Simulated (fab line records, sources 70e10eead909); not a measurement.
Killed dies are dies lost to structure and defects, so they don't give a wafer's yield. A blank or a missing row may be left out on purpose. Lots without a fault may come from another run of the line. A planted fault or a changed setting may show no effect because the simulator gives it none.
fab line records | flow nand_harc
record lots=14 wafers=42 last_day=33
route steps=1302 shown P_BONDPAD@381 A_ONON_D1@427 END@1302
lots that met no fault: from a run of the same line without faults
start_h: hours from the record's first day to the start of the lot's first wafer shown | wait_h: hours since the lot's step before | " the same as in the row above | L1.1+2: a row that stands for several wafers | - no value, or no start given | * or withheld: withheld | < > ~ a bound
route shown NAME@n: a module of which the file shows steps, and the number in the route of the first | usual: mean/standard deviation of fault-free wafers | same: alike in all rows | chamber/n: place in a boat | sites: the reading at each site | _std_site: their standard deviation | _edge_site: outer sites' mean less inner sites' | radius_mm: how far each site lies from the wafer's centre | mask NAME#n: copy n | behind: the tool/chamber that last shaped the wafer | hold: why the lot was held/for how many hours/how that ended | device: the transistor (n, p or np) that didn't switch | end of line: the same wafers' tests at the end of the route | a step without rows: its recipe alone | killed: dies lost to structure and defects at the first sort, not the wafer's yield | map: a wafer's dies, x killed, . not, _ none there
set.NAME: the setting as run; set.NAME@STEP: as run at that earlier step | model.NAME: the simulator's own value behind a step, which no gauge read
steps of the route over a sample of lots; a table a step, a row a wafer
services: from which hour (start_h, from the record's first day; less than 0 if before it) a tool's chamber was out of use, for how many hours, and why
## steps
# step NHARC_P_BONDPAD_THK_MEAS_20
# recipe thk_meas_gauge=xrf
# usual thk_nm=161.3/1.4
# columns lot.wafer tool chamber start_h wait_h thk_nm
L972.1 film_metro-01 - 139.51 - 159.4
L972.4 " - " " 160.3
L972.5 " - " " 160.4
L971.1 film_metro-01 - 140.79 - 163.4
L971.3 " - " " 161.3
L971.6 " - " " 161.7
L973.1 film_metro-01 - 154.00 - 159.7
L973.4 " - " " 161.2
L973.5 " - " " 163.1
L974.3 film_metro-02 - 165.81 - 163.2
L974.4 " - " " 161.9
L974.6 " - " " 160.5
L975.2 film_metro-01 - 173.46 - 159.8
L975.3 " - " " 161.3
L975.5 " - " " 159.0
L976.1 film_metro-02 - 186.55 - 160.7
L976.3 " - " " 159.5
L976.6 " - " " 160.8
L977.1 film_metro-01 - 196.64 - 160.2
L977.4 " - " " 159.9
L977.6 " - " " 158.9
L978.2 film_metro-02 - 208.10 - 157.0
L978.4 " - " " 160.6
L978.6 " - " " 160.8
L979.3 film_metro-02 - 222.87 - 161.6
L979.4 " - " " 161.3
L979.6 " - " " 161.1
L988.2 film_metro-01 - 302.34 - 163.5
L988.3 " - " " 161.6
L988.6 " - " " 164.1
L989.4 film_metro-02 - 320.79 - 160.4
L989.5 " - " " 161.4
L989.6 " - " " 161.3
L990.3 film_metro-01 - 324.97 - 163.2
L990.4 " - " " 161.5
L990.6 " - " " 162.4
L991.1 film_metro-01 - 336.55 - 161.4
L991.2 " - " " 161.8
L991.4 " - " " 160.1
L994.2 film_metro-01 - 361.89 - 161.9
L994.4 " - " " 161.3
L994.5 " - " " 159.5
# step NHARC_A_ONON_D1_THK_MEAS_05
# recipe thk_meas_gauge=ellipsometry
# usual thk_nm=1000/11
# columns lot.wafer tool chamber start_h wait_h thk_nm
L971.1 film_metro-02 - 163.91 - 995
L971.3 " - " " 996
L971.6 " - " " 996
L972.1 film_metro-01 - 163.92 - 1006
L972.4 " - " " 1006
L972.5 " - " " 1006
L973.1 film_metro-02 - 181.26 - 1008
L973.4 " - " " 1008
L973.5 " - " " 1010
L974.3 film_metro-01 - 190.15 - 1002
L974.4 " - " " 1002
L974.6 " - " " 1003
L975.2 film_metro-01 - 197.51 - 995
L975.3 " - " " 995
L975.5 " - " " 997
L976.1 film_metro-01 - 212.38 - 1005
L976.3 " - " " 1003
L976.6 " - " " 1006
L977.1 film_metro-02 - 221.78 - 978
L977.4 " - " " 976
L977.6 " - " " 977
L978.2 film_metro-02 - 231.65 - 1011
L978.4 " - " " 1007
L978.6 " - " " 1008
L979.3 film_metro-02 - 247.40 - 993
L979.4 " - " " 995
L979.6 " - " " 992
L988.2 film_metro-01 - 327.88 - 1001
L988.3 " - " " 1000
L988.6 " - " " 1001
L989.4 film_metro-01 - 345.10 - 1007
L989.5 " - " " 1007
L989.6 " - " " 1009
L990.3 film_metro-02 - 348.90 - 1010
L990.4 " - " " 1011
L990.6 " - " " 1010
L991.1 film_metro-01 - 360.48 - 978
L991.2 " - " " 979
L991.4 " - " " 979
L994.2 film_metro-02 - 383.12 - 1006
L994.4 " - " " 1005
L994.5 " - " " 1005
# step NHARC_A_ONON_D1_THK_MEAS_08
# recipe thk_meas_gauge=ellipsometry
# usual thk_nm=1000/10
# columns lot.wafer tool chamber start_h wait_h thk_nm
L971.1 film_metro-01 - 164.48 - 991
L971.3 " - " " 992
L971.6 " - " " 993
L972.1 film_metro-02 - 164.49 - 985
L972.4 " - " " 985
L972.5 " - " " 986
L973.1 film_metro-01 - 181.82 - 984
L973.4 " - " " 983
L973.5 " - " " 983
L974.3 film_metro-02 - 190.71 - 1010
L974.4 " - " " 1010
L974.6 " - " " 1010
L975.2 film_metro-01 - 198.07 - 998
L975.3 " - " " 998
L975.5 " - " " 999
L976.1 film_metro-01 - 212.94 - 1008
L976.3 " - " " 1007
L976.6 " - " " 1009
L977.1 film_metro-02 - 222.34 - 1014
L977.4 " - " " 1015
L977.6 " - " " 1014
L978.2 film_metro-02 - 232.22 - 1003
L978.4 " - " " 1003
L978.6 " - " " 1003
L979.3 film_metro-02 - 247.96 - 1006
L979.4 " - " " 1006
L979.6 " - " " 1007
L988.2 film_metro-02 - 328.44 - 1001
L988.3 " - " " 1002
L988.6 " - " " 1002
L989.4 film_metro-02 - 345.67 - 1017
L989.5 " - " " 1014
L989.6 " - " " 1015
L990.3 film_metro-02 - 349.47 - 999
L990.4 " - " " 999
L990.6 " - " " 999
L991.1 film_metro-02 - 361.04 - 1018
L991.2 " - " " 1018
L991.4 " - " " 1017
L994.2 film_metro-02 - 383.69 - 999
L994.4 " - " " 1001
L994.5 " - " " 1000
# step NHARC_A_ONON_D1_DEP_12
# recipe target_thk_a=10000 n2_flow_sccm=2750 n2o_flow_sccm=2000 nh3_flow_sccm=500 sih4_flow_sccm=210 temp_c=400
# usual susceptor_temp_C=400.00/0.21
# columns lot.wafer tool chamber start_h wait_h susceptor_temp_C
L971.1 pecvd_onon-01 0 165.09 0.1 400.13
L971.3 " 0 " " 400.06
L971.6 " 0 " " 399.76
L972.1 pecvd_onon-03 0 165.12 0.1 400.09
L972.4 " 0 " " 400.05
L972.5 " 0 " " 399.65
L973.1 pecvd_onon-03 0 182.45 0.1 399.75
L973.4 " 0 " " 399.98
L973.5 " 0 " " 400.24
L974.3 pecvd_onon-03 0 191.45 0.2 400.26
L974.4 " 0 " " 399.93
L974.6 " 0 " " 400.29
L975.2 pecvd_onon-02 0 198.75 0.1 400.37
L975.3 " 0 " " 400.41
L975.5 " 0 " " 400.30
L976.1 pecvd_onon-01 0 213.57 0.1 399.89
L976.3 " 0 " " 399.91
L976.6 " 0 " " 399.88
L977.1 pecvd_onon-02 0 222.96 0.1 400.44
L977.4 " 0 " " 400.08
L977.6 " 0 " " 399.92
L978.2 pecvd_onon-02 0 232.90 0.1 399.77
L978.4 " 0 " " 399.88
L978.6 " 0 " " 399.87
L979.3 pecvd_onon-02 0 248.70 0.2 400.04
L979.4 " 0 " " 399.91
L979.6 " 0 " " 399.87
L988.2 pecvd_onon-01 0 329.11 0.1 400.08
L988.3 " 0 " " 399.96
L988.6 " 0 " " 399.98
L989.4 pecvd_onon-01 0 346.46 0.2 399.91
L989.5 " 0 " " 399.88
L989.6 " 0 " " 399.93
L990.3 pecvd_onon-02 0 350.21 0.2 399.73
L990.4 " 0 " " 399.94
L990.6 " 0 " " 399.80
L991.1 pecvd_onon-02 0 361.67 0.1 400.21
L991.2 " 0 " " 399.98
L991.4 " 0 " " 400.08
L994.2 pecvd_onon-02 0 384.37 0.1 399.96
L994.4 " 0 " " 399.68
L994.5 " 0 " " 400.09
# step NHARC_A_ONON_D1_THK_MEAS_14
# recipe thk_meas_gauge=ellipsometry
# usual thk_nm=1000/11
# columns lot.wafer tool chamber start_h wait_h thk_nm
L971.1 film_metro-01 - 165.61 - 1012
L971.3 " - " " 1014
L971.6 " - " " 1010
L972.1 film_metro-02 - 165.63 - 982
L972.4 " - " " 982
L972.5 " - " " 982
L973.1 film_metro-02 - 182.96 - 1000
L973.4 " - " " 996
L973.5 " - " " 998
L974.3 film_metro-02 - 191.85 - 1006
L974.4 " - " " 1006
L974.6 " - " " 1006
L975.2 film_metro-02 - 199.20 - 1011
L975.3 " - " " 1012
L975.5 " - " " 1013
L976.1 film_metro-02 - 214.08 - 1007
L976.3 " - " " 1006
L976.6 " - " " 1006
L977.1 film_metro-01 - 223.48 - 992
L977.4 " - " " 993
L977.6 " - " " 989
L978.2 film_metro-01 - 233.35 - 1002
L978.4 " - " " 1004
L978.6 " - " " 1005
L979.3 film_metro-02 - 249.10 - 995
L979.4 " - " " 996
L979.6 " - " " 996
L988.2 film_metro-02 - 329.56 - 708
L988.3 " - " " 707
L988.6 " - " " 706
L989.4 film_metro-01 - 346.79 - 729
L989.5 " - " " 729
L989.6 " - " " 728
L990.3 film_metro-01 - 350.60 - 1011
L990.4 " - " " 1012
L990.6 " - " " 1009
L991.1 film_metro-02 - 362.19 - 995
L991.2 " - " " 992
L991.4 " - " " 993
L994.2 film_metro-01 - 384.82 - 1003
L994.4 " - " " 1000
L994.5 " - " " 1004
# step NHARC_END_SORT_01
# recipe temp_c=25
# usual killed_at_array=58/18 killed_at_other=1.0/1.5 killed_at_periphery=4/3.1 killed_dies=64/18 killed_open=3.4/1.9 killed_short=2.7/1.7
# same gross_dies=677
# columns lot.wafer tool chamber start_h wait_h killed_at_array killed_at_other killed_at_periphery killed_dies killed_open killed_short
L988.2 prober-02 0 729.72 2.8 671 2 4 677 6 4
L988.3 prober-02 0 730.52 3.1 670 1 6 677 3 0
L988.6 prober-02 0 732.91 4.0 675 0 2 677 0 4
L989.4 prober-01 0 769.13 3.4 670 1 6 677 1 5
L989.5 prober-01 0 769.94 3.7 674 1 2 677 4 2
L989.6 prober-01 0 770.75 4.1 668 4 5 677 5 5
# killed by level:class
L988.2 A_ONON_D1:area_dep=589 A_SLIT:chamber_film_flake=27 A_CHANNEL_HOLE_D2:chamber_film_flake=20 A_CONTACT:chamber_film_flake=11 A_CHANNEL_HOLE_D1:chamber_film_flake=6 A_STAIRCASE:chamber_film_flake=4 P_M2:chamber_film_flake=3 A_DECK1_JOINT:geometric_particle:open=2
L988.3 A_ONON_D1:area_dep=610 A_SLIT:chamber_film_flake=29 A_CHANNEL_HOLE_D2:chamber_film_flake=13 A_CHANNEL_HOLE_D1:chamber_film_flake=7 A_CONTACT:chamber_film_flake=5 A_STAIRCASE:chamber_film_flake=4 P_M2:chamber_film_flake=2 P_M0:geometric_particle:open=1
L988.6 A_ONON_D1:area_dep=610 A_SLIT:chamber_film_flake=29 A_CHANNEL_HOLE_D2:chamber_film_flake=12 A_CONTACT:chamber_film_flake=6 A_STAIRCASE:chamber_film_flake=5 A_CHANNEL_HOLE_D1:chamber_film_flake=4 A_CHANNEL_FILL_D1:chamber_film_flake=2 A_CHANNEL_FILL_D2:chamber_film_flake=2
L989.4 A_ONON_D1:area_dep=647 A_SLIT:chamber_film_flake=10 A_CHANNEL_HOLE_D1:chamber_film_flake=4 P_GATE:chamber_film_flake=2 A_STAIRCASE:chamber_film_flake=2 A_WL_FILL:chamber_film_flake=2 P_M0:geometric_particle:open=1 P_M1:geometric_particle:short=1
L989.5 A_ONON_D1:area_dep=649 A_CHANNEL_HOLE_D1:chamber_film_flake=9 A_SLIT:chamber_film_flake=4 A_CHANNEL_FILL_D2:geometric_particle:open=2 A_ZERO_WELL:chamber_film_flake=2 A_CONTACT:chamber_film_flake=2 A_ONON_D1:geometric_particle:short=1 A_CHANNEL_FILL_D1:geometric_particle:short=1
L989.6 A_ONON_D1:area_dep=642 A_CHANNEL_HOLE_D1:chamber_film_flake=11 A_SLIT:chamber_film_flake=7 THIN_TSV:chamber_film_flake=3 A_M0:geometric_particle:short=2 P_STI:chamber_film_flake=2 P_GATE:geometric_particle:open=1 P_M0:geometric_particle:open=1
## services
# columns tool chamber start_h hours kind
pecvd_onon-02 - 185.00 13.0 pm
pecvd_onon-03 - 227.00 13.0 pm
pecvd_onon-01 - 269.11 13.0 pm
pecvd_onon-03 - 365.51 4.5 repair
pecvd_onon-02 - 366.00 13.0 pm
## key
first_sign step=NHARC_A_ONON_D1_THK_MEAS_14 reading=thk_nm direction=down sigmas=26 usual=1000 struck=718
effect step=NHARC_END_SORT_01 reading=killed_at_array direction=up sigmas=35 usual=58 struck=671
more_kills_born_at NHARC_A_ONON_D1_DEP_12@pecvd_onon-01=3747
met_at NHARC_A_ONON_D1_DEP_12
struck_lots L988,L989
later_rows_left_out L988.2,L988.3,L988.6,L989.4,L989.5,L989.6
tester_left_out L988,L989
not_acting_at NHARC_P_BONDPAD_THK_MEAS_20,NHARC_A_ONON_D1_THK_MEAS_05,NHARC_A_ONON_D1_THK_MEAS_08
onset_between 213.57 329.11
fault kind=process_parameter_drift tool=pecvd_onon-01 chamber=- onset_h=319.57 steps=NHARC_A_ONON_D1_DEP_12 channel=target_thk_a offset=* shape=step end_h=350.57 acts_in=* stated=*
# tester_left_out: of these lots the tester's yield and bins aren't shown, on N5 and GAA mostly nor the transistor test; their killed dies are dies lost to structure and defects alone, not to doping, threshold or leakage, so they don't give the yield
# later_rows_left_out: the simulator's readings of these wafers behind a module that went badly wrong aren't trusted and aren't shown, but for the sort
